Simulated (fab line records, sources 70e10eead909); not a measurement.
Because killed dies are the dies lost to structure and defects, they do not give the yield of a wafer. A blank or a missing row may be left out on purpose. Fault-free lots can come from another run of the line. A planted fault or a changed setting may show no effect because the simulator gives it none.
fab line records    flow nand_harc
record lots=12  wafers=36  last_day=32
route steps=1302 shown P_M0@263 P_M1@296 END@1302
lots with no fault: from the same line, run without faults
start_h: start of the lot's first displayed wafer, in hours after the record's first day    wait_h: hours since the lot's step before    " same as the row above    L1.1+2: one row covering several wafers at once    - no value, or no start was given    * or withheld: withheld    < > ~ a bound
route shown NAME@n: NAME is a module with steps in the file, n the number in the route of the first one    usual: average and standard deviation across the fault-free wafers    same: alike in all rows    chamber/n: place in a boat    sites: each site's reading    _std_site: standard deviation of those values    _edge_site: outer sites' mean less inner sites'    radius_mm: for every site, how far away it sits from the centre of the wafer    mask NAME#n: copy n    behind: tool/chamber where the wafer was last shaped    hold: reason for holding the lot/hours on hold/outcome of the hold    device: names the non-switching transistor (n, p or np)    end of line: at the end of the route, the tests of the same wafers    a step with no rows: only its recipe    killed: not the wafer's yield, but the dies lost to structure and defects at the first sort    map: shows each die of a wafer: x if killed, . if not, _ if none is there
set.NAME: the setting the step ran with; set.NAME@STEP: the setting that earlier step ran with    model.NAME: the simulator's own value behind a step, which no gauge read
a sample of lots followed through the steps of the route, with each step as a table and each wafer as a row
services: from which hour (start_h, from the record's first day; less than 0 if before it) a tool's chamber was out of use, for how many hours, and why
## steps
# step NHARC_P_M0_CD_MEAS_09
# recipe target_cd_nm=90  landing_energy_ev=500
# usual cd_nm=89.6/0.56
lot.wafer  tool       chamber  start_h  wait_h  cd_nm
L566.3     cd_sem-01  0        106.73   -       89.2
L566.5     "          0        "        "       89.8
L566.6     "          0        "        "       90.3
L567.2     cd_sem-01  0        116.42   -       89.8
L567.4     "          0        "        "       90.8
L567.5     "          0        "        "       90.3
L572.1     cd_sem-01  0        173.38   -       90.0
L572.4     "          0        "        "       90.0
L572.6     "          0        "        "       90.0
L575.1     cd_sem-03  0        201.04   -       90.0
L575.2     "          0        "        "       90.0
L575.4     "          0        "        "       90.5
L578.1     cd_sem-01  0        227.03   -       89.8
L578.2     "          0        "        "       90.0
L578.3     "          0        "        "       89.3
L581.3     cd_sem-02  0        259.97   -       88.6
L581.4     "          0        "        "       89.8
L581.6     "          0        "        "       89.9
L582.1     cd_sem-02  0        275.33   -       88.8
L582.5     "          0        "        "       88.8
L582.6     "          0        "        "       89.3
L583.3     cd_sem-01  0        280.46   -       90.3
L583.5     "          0        "        "       91.1
L583.6     "          0        "        "       89.8
L584.2     cd_sem-02  0        295.51   -       90.5
L584.3     "          0        "        "       89.4
L584.4     "          0        "        "       89.7
L586.2     cd_sem-01  0        312.92   -       90.2
L586.4     "          0        "        "       89.3
L586.5     "          0        "        "       89.2
L587.1     cd_sem-02  0        318.18   -       89.6
L587.2     "          0        "        "       90.6
L587.4     "          0        "        "       89.0
L588.1     cd_sem-02  0        325.27   -       90.3
L588.2     "          0        "        "       90.2
L588.3     "          0        "        "       89.2
# step NHARC_P_M1_OVL_MEAS_10
# recipe pitch_nm=260
# usual overlay_x_nm=-0.1/0.8  overlay_y_nm=0.2/0.76
lot.wafer  tool        chamber  start_h  wait_h  overlay_x_nm  overlay_y_nm
L566.3     overlay-01  -        110.77   -       0.0           -0.1
L566.5     "           -        "        "       -0.7          0.0
L566.6     "           -        "        "       0.0           -0.3
L567.2     overlay-02  -        120.64   -       -1.3          -0.1
L567.4     "           -        "        "       -0.9          0.2
L567.5     "           -        "        "       -1.1          -0.5
L572.1     overlay-02  -        177.81   -       0.6           -0.5
L572.4     "           -        "        "       0.7           -0.8
L572.6     "           -        "        "       0.4           -0.7
L575.1     overlay-01  -        205.22   -       -0.6          -0.8
L575.2     "           -        "        "       -0.9          -1.0
L575.4     "           -        "        "       -1.0          -0.9
L578.1     overlay-02  -        231.17   -       -1.1          1.0
L578.2     "           -        "        "       -1.2          0.4
L578.3     "           -        "        "       -1.0          0.5
L581.3     overlay-01  -        264.21   -       0.7           -0.3
L581.4     "           -        "        "       0.5           -0.1
L581.6     "           -        "        "       0.2           0.4
L582.1     overlay-02  -        279.34   -       0.6           -0.7
L582.5     "           -        "        "       0.6           -0.4
L582.6     "           -        "        "       -0.2          0.2
L583.3     overlay-02  -        284.60   -       0.7           -0.1
L583.5     "           -        "        "       0.9           0.3
L583.6     "           -        "        "       0.8           0.5
L584.2     overlay-01  -        299.74   -       0.3           0.0
L584.3     "           -        "        "       0.8           0.0
L584.4     "           -        "        "       0.1           -0.3
L586.2     overlay-01  -        317.14   -       0.1           -0.4
L586.4     "           -        "        "       -0.1          -0.2
L586.5     "           -        "        "       -0.3          -0.3
L587.1     overlay-02  -        322.39   -       -0.2          1.1
L587.2     "           -        "        "       0.1           2.1
L587.4     "           -        "        "       0.4           2.0
L588.1     overlay-02  -        329.49   -       0.6           -0.1
L588.2     "           -        "        "       1.2           -0.2
L588.3     "           -        "        "       1.1           0.0
# step NHARC_P_M1_STRIP_18
# recipe power_w=1000  n2_flow_sccm=150  h2_flow_sccm=150  ar_flow_sccm=0  bias_w=0  chemistry=N2/H2
# usual drypump_motor_current_A=5.9/0.4  h2_flow_sccm=149.9/0.44  mfc_ar_sccm=0.004/0.0062  oes_product_au=0.996/0.012  rf_vpp_V=91.0/0.92  showerhead_plenum_p_Torr=2.10/0.071  throttle_valve_pct=14.171/0.01
lot.wafer  tool         chamber  start_h  wait_h  drypump_motor_current_A  h2_flow_sccm  mfc_ar_sccm  oes_product_au  rf_hours_counter_h  rf_vpp_V  showerhead_plenum_p_Torr  throttle_valve_pct
L566.3     rie_diel-09  3        111.32   0.1     6.8                      149.9         0.017        1.009           11                  89.9      2.03                      14.180
L566.5     "            0        "        "       6.1                      150.4         0.011        0.988           -                   91.5      2.09                      14.166
L566.6     "            1        "        "       6.2                      149.7         0            0.981           -                   91.5      2.15                      14.186
L567.4     rie_diel-12  1        121.17   0.1     5.5                      150.8         0            1.002           2                   92.5      2.15                      14.192
L567.2     "            2        "        "       5.7                      150.5         0            1.005           3                   91.5      2.17                      14.192
L567.5     "            3        "        "       5.9                      150.2         0            1.015           -                   91.7      2.15                      14.154
L572.4     rie_diel-12  0        178.34   0.1     5.6                      149.7         0            0.983           7                   90.3      2.01                      14.157
L572.1     "            1        "        "       5.5                      149.1         0            0.997           6                   92.3      2.15                      14.190
L572.6     "            3        "        "       5.9                      150.1         0            1.002           -                   90.1      2.15                      14.174
L575.2     rie_diel-09  3        205.72   0.1     6.8                      149.9         0.017        0.993           7                   90.6      2.03                      14.180
L575.1     "            0        "        "       6.1                      149.9         0.011        0.993           6                   91.9      2.08                      14.167
L575.4     "            1        "        "       6.2                      150.3         0            0.987           6                   90.4      2.14                      14.145
L578.1     rie_diel-08  2        231.67   0.1     6.1                      149.6         0            0.990           15                  91.5      1.95                      14.154
L578.2     "            3        "        "       5.8                      149.7         0            1.009           11                  90.4      1.98                      14.179
L578.3     "            0        "        "       5.0                      150.0         0            1.020           14                  90.0      2.10                      14.167
L581.4     rie_diel-09  1        264.71   0.1     6.2                      149.7         0            0.989           11                  91.8      2.14                      14.174
L581.3     "            3        "        "       6.8                      151.1         0.017        1.001           11                  90.1      2.02                      14.174
L581.6     "            0        "        "       6.1                      150.7         0.011        0.989           -                   89.8      2.08                      14.172
L582.1     rie_diel-09  2        279.87   0.1     5.8                      149.6         0            0.994           12                  91.3      2.18                      14.181
L582.6     "            0        "        "       6.0                      150.4         0.011        0.985           -                   90.0      2.08                      14.166
L582.5     "            1        "        "       6.2                      150.7         0            0.972           -                   90.7      2.14                      14.167
L583.3     rie_diel-08  2        285.13   0.1     6.0                      149.5         0            1.005           33                  88.5      1.94                      14.177
L583.5     "            0        "        "       5.0                      150.0         0            1.000           -                   91.3      2.09                      14.167
L583.6     "            1        "        "       5.6                      149.4         0.002        1.024           -                   89.9      1.99                      14.172
L584.3     rie_diel-12  1        300.24   0.1     5.5                      150.0         0            0.994           4                   90.5      2.15                      14.169
L584.4     "            2        "        "       5.8                      149.6         0            1.001           4                   92.4      2.16                      14.170
L584.2     "            0        "        "       5.6                      150.0         0            0.998           3                   89.7      2.00                      14.180
L586.2     rie_diel-08  3        317.65   0.1     5.8                      150.3         0            1.009           42                  90.5      1.97                      14.165
L586.4     "            1        "        "       5.6                      150.3         0.002        1.015           46                  89.3      1.99                      14.188
L586.5     "            2        "        "       6.1                      149.7         0            1.003           -                   89.9      1.94                      14.168
L587.4     rie_diel-12  0        322.90   0.1     5.6                      149.6         0            0.996           5                   89.8      2.00                      14.163
L587.1     "            1        "        "       5.5                      149.2         0            0.993           5                   92.2      2.15                      14.188
L587.2     "            2        "        "       5.8                      150.2         0            1.002           5                   91.5      2.16                      14.169
L588.3     rie_diel-09  2        330.01   0.1     5.7                      150.1         0            0.994           2                   90.4      2.17                      14.168
L588.1     "            0        "        "       6.1                      150.1         0.011        1.005           2                   90.1      2.08                      14.159
L588.2     "            1        "        "       6.2                      150.1         0            0.989           2                   91.4      2.14                      14.174
# step NHARC_P_M1_ECD_22
# recipe target_thk_a=4000  bath_temp_c=25  material=Cu
lot.wafer   tool       chamber  start_h  wait_h
L566.3+6+5  ecd_cu-01  1,1,0    112.34   -
L566.3+6+5  ecd_cu-01  1,1,0    112.97   -
L567.2+4+5  ecd_cu-01  1,1,0    122.11   -
L572.1+4+6  ecd_cu-01  0,1,0    179.35   -
L572.1+4+6  ecd_cu-01  0,1,0    179.99   0.6
L575.1+2+4  ecd_cu-01  0,1,0    206.69   -
L575.1+2+4  ecd_cu-01  0,1,0    207.33   0.6
L578.2+1+3  ecd_cu-02  1,0,1    232.64   -
L581.3+4+6  ecd_cu-02  0,1,0    265.77   -
L582.1+5+6  ecd_cu-02  0,1,0    280.87   -
L583.3+5+6  ecd_cu-01  1,0,1    286.26   -
L584.2+4+3  ecd_cu-01  0,1,0    301.28   -
L586.2+4+5  ecd_cu-02  1        318.92   -
L587.1+2+4  ecd_cu-02  1,0,1    323.87   -
L588.2+1+3  ecd_cu-01  0,1,1    331.01   -
# step NHARC_P_M1_CMP_23
# recipe t_overpolish_s=20  target_thk_nm=157.82
# usual motor_current_A=11.7/0.99  retaining_ring_pressure_frac=1.001/0.0049  slurry_filter_dp_kPa=13.50/0.15  time_to_endpoint_s=28.5/2.1
lot.wafer  tool    chamber  start_h  wait_h  motor_current_A  retaining_ring_pressure_frac  slurry_filter_dp_kPa  time_to_endpoint_s
L566.3     cmp-03  0        113.98   -       11.9             0.999                         13.44                 60.7
L566.5     "       2        "        "       12.7             1.001                         13.61                 60.1
L566.6     "       3        "        "       11.3             1.005                         13.45                 54.3
L567.2     cmp-03  2        122.89   -       13.0             0.992                         13.41                 28.6
L567.4     "       3        "        "       11.8             1.012                         13.65                 27.0
L567.5     "       1        "        "       12.0             0.997                         13.44                 30.7
L572.1     cmp-02  1        180.79   -       10.1             1.001                         13.49                 62.2
L572.4     "       3        "        "       10.7             1.006                         13.73                 60.2
L572.6     "       1        "        "       10.3             1.007                         13.51                 62.6
L575.1     cmp-01  3        208.20   -       13.6             0.994                         13.57                 57.2
L575.4     "       0        "        "       11.4             0.997                         13.49                 56.6
L575.2     "       1        "        "       10.6             0.997                         13.57                 56.0
L578.3     cmp-02  2        233.36   -       11.6             0.998                         13.51                 27.3
L578.1     "       0        "        "       13.0             1.000                         13.44                 27.6
L578.2     "       1        "        "       10.1             1.005                         13.43                 28.9
L581.4     cmp-02  0        266.45   -       12.3             0.995                         13.48                 26.7
L581.3     "       1        "        "       10.5             0.995                         13.64                 28.9
L581.6     "       2        "        "       11.3             0.992                         13.64                 27.6
L582.1     cmp-01  1        281.59   -       10.9             1.003                         13.30                 27.9
L582.6     "       3        "        "       14.4             0.996                         13.55                 30.7
L582.5     "       0        "        "       10.9             1.003                         13.33                 27.7
L583.3     cmp-03  3        286.89   -       11.7             1.001                         13.47                 23.5
L583.6     "       1        "        "       11.8             1.000                         13.30                 24.8
L583.5     "       2        "        "       11.8             0.995                         13.58                 28.4
L584.2     cmp-02  2        301.95   -       11.9             1.005                         13.45                 29.9
L584.3     "       0        "        "       12.9             0.998                         13.71                 25.1
L584.4     "       1        "        "       9.9              0.991                         13.68                 30.4
L586.2     cmp-01  3        319.63   -       13.5             0.999                         13.53                 28.2
L586.4     "       0        "        "       11.7             0.991                         13.60                 28.9
L586.5     "       3        "        "       13.5             0.999                         13.62                 28.8
L587.2     cmp-03  0        324.59   -       10.9             0.990                         13.48                 29.2
L587.1     "       1        "        "       11.6             1.001                         13.40                 28.5
L587.4     "       2        "        "       12.9             1.002                         13.42                 28.4
L588.3     cmp-03  0        331.74   -       10.9             1.008                         13.78                 27.0
L588.2     "       1        "        "       11.5             1.005                         13.57                 27.8
L588.1     "       3        "        "       12.4             1.008                         13.34                 28.0
# step NHARC_END_SORT_01
# recipe temp_c=25
# usual defect_limited_yield=90.1/2.5  killed_at_array=62/18  killed_at_other=0.9/1.2  killed_at_periphery=4.2/2.9  killed_dies=67/17  killed_open=3.6/1.9  killed_short=2.5/1.6
# same gross_dies=677
lot.wafer  tool       chamber  start_h  wait_h  defect_limited_yield[%]  killed_at_array  killed_at_other  killed_at_periphery  killed_dies  killed_open  killed_short
L572.1     prober-02  0        624.80   2.5     87.6                     80               0                4                    84           2            2
L572.4     prober-02  0        627.22   3.4     86.1                     93               0                1                    94           3            0
L572.6     prober-02  0        628.83   4.0     86.3                     89               0                4                    93           6            4
L575.2     prober-02  0        648.37   2.8     88.8                     75               0                1                    76           1            5
# killed by level:class
L572.1 A_CHANNEL_HOLE_D1:chamber_film_flake=28 A_SLIT:chamber_film_flake=24 A_CHANNEL_HOLE_D2:chamber_film_flake=15 A_WL_FILL:chamber_film_flake=3 A_WL_FILL:geometric_particle:short=2 P_STI:chamber_film_flake=2 P_GATE:chamber_film_flake=2 A_STAIRCASE:chamber_film_flake=2
L572.4 A_CHANNEL_HOLE_D1:chamber_film_flake=39 A_SLIT:chamber_film_flake=28 A_CHANNEL_HOLE_D2:chamber_film_flake=13 A_CHANNEL_FILL_D1:chamber_film_flake=3 A_WL_FILL:chamber_film_flake=3 A_M1:chamber_film_flake=2 A_SOURCE_PLATE:geometric_particle:open=1 A_ONON_D1:geometric_particle:open=1
L572.6 A_SLIT:chamber_film_flake=31 A_CHANNEL_HOLE_D1:chamber_film_flake=29 A_CHANNEL_HOLE_D2:chamber_film_flake=13 A_M1:chamber_film_flake=5 A_CHANNEL_FILL_D1:geometric_particle:short=2 P_CONTACT:geometric_particle:open=1 P_M0:geometric_particle:open=1 P_M1:geometric_particle:open=1
L575.2 A_CHANNEL_HOLE_D1:chamber_film_flake=37 A_SLIT:chamber_film_flake=28 A_CHANNEL_FILL_D1:geometric_particle:short=4 A_STAIRCASE:chamber_film_flake=2 A_CHANNEL_FILL_D2:geometric_particle:short=1 A_WL_FILL:geometric_particle:open=1 P_STI:chamber_film_flake=1 A_SGD_CUT:chamber_film_flake=1
## services
tool         chamber  start_h  hours  kind
rie_diel-12  3        90.28    3.9    repair
cmp-02       -        96.05    0.3    repair
rie_diel-12  1        99.68    1.4    repair
rie_diel-08  -        101.26   0.4    repair
rie_diel-08  -        102.19   1.1    repair
cmp-02       -        110.58   4.0    pm
cmp-02       -        118.72   1.4    repair
rie_diel-09  -        119.18   9.0    pm
cmp-02       -        133.86   1.1    repair
ecd_cu-01    -        136.25   8.0    pm
cmp-03       -        138.14   4.0    pm
rie_diel-09  2        167.10   1.4    repair
cmp-02       -        177.44   1.5    repair
cmp-02       -        208.58   4.0    pm
rie_diel-12  1        212.28   13.5   repair
ecd_cu-02    -        220.11   8.0    pm
cmp-03       -        236.14   4.0    pm
rie_diel-12  -        244.40   9.0    pm
cmp-02       -        263.66   2.1    repair
cmp-03       -        276.59   0.9    repair
rie_diel-09  -        296.18   9.0    pm
cmp-02       -        306.58   4.0    pm
rie_diel-12  2        309.07   2.7    repair
ecd_cu-01    -        312.25   8.0    pm
## key
first_sign step=NHARC_P_M1_ECD_22  reading=visit  direction=added
effect step=NHARC_P_M1_CMP_23  reading=time_to_endpoint_s  direction=up  sigmas=14  usual=*  struck=*
met_at NHARC_P_M1_ECD_22
struck_lots L566,L572,L575
not_acting_at NHARC_P_M0_CD_MEAS_09,NHARC_P_M1_OVL_MEAS_10,NHARC_P_M1_STRIP_18
fault kind=repeated_step_whole  tool=ecd_cu-01,ecd_cu-02  chamber=-  onset_h=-  steps=NHARC_P_M1_ECD_22  times=1  scope=struck_lots_only
